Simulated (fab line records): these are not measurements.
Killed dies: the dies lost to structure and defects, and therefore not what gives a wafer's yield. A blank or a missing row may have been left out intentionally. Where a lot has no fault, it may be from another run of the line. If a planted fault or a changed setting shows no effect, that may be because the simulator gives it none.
Chamber matching    flow n5_finfet    rie_diel-05 running N5_BEOL_M15_STRIP_36: 4 sister chambers
The step strips in O2. 16 wafers are shown with their chamber, then 8 later ones without.

WAFERS WITH THEIR CHAMBER
wafer   chamber  showerhead_plenum_p_Torr (Torr)  throttle_valve_pct (%)  oes_product_au (a.u.)
L074.1  0        2.15                             16.95                   0.71
L074.3  1        2.11                             16.75                   0.74
L074.6  1        2.11                             16.80                   0.74
L076.1  2        2.14                             16.70                   0.85
L076.3  0        2.15                             16.95                   0.71
L076.6  0        2.15                             16.92                   0.70
L081.1  1        2.10                             16.80                   0.73
L081.4  0        2.15                             16.98                   0.69
L081.5  2        2.14                             16.72                   0.83
L082.1  1        2.10                             16.80                   0.72
L082.3  2        2.14                             16.71                   0.84
L082.5  1        2.10                             16.78                   0.70
L086.1  0        2.15                             16.97                   0.70
L086.3  2        2.14                             16.72                   0.83
L086.4  1        2.10                             16.80                   0.71
L088.1  3        2.05                             16.61                   0.83

SIGNATURES (means of the wafers above)
reading                   chamber 0  chamber 1  chamber 2  chamber 3  scatter within a chamber
showerhead_plenum_p_Torr  2.1500     2.1033     2.1400     2.0500     0.00333
throttle_valve_pct        16.9540    16.7883    16.7125    16.6100    0.0193
oes_product_au            0.7020     0.7233     0.8375     0.8300     0.0125
Rule: for each reading, subtract the chamber's mean from the wafer's reading, divide by that reading's scatter and square the result; add these up over the readings and take the root, which gives the wafer's distance from the chamber. The wafer belongs to the nearest chamber; if the next one is less than 2 further off, it can't be placed. The scatter is the square root of a quotient: the sum, over the shown wafers, of each reading's squared deviation from its chamber's mean, divided by wafers minus chambers.

WAFERS WITH NO CHAMBER GIVEN
wafer   showerhead_plenum_p_Torr (Torr)  throttle_valve_pct (%)  oes_product_au (a.u.)
L088.4  2.14                             16.73                   0.84
L088.5  2.14                             17.01                   0.69
L091.3  2.10                             16.81                   0.72
L091.4  2.05                             16.61                   0.83
L091.6  2.14                             16.72                   0.83
L097.1  2.14                             16.99                   0.70
L097.2  2.13                             16.76                   0.82
L097.3  2.05                             16.61                   0.82

WHICH CHAMBER EACH ONE RAN IN
wafer   from the rows above  in truth
L088.4  2                    2
L088.5  0                    0
L091.3  1                    1
L091.4  3                    3
L091.6  2                    2
L097.1  0                    0
L097.2  2                    2
L097.3  3                    3
Correctly placed: 8 of 8. Number that these rows cannot place: 0. Number placed wrongly: 0.
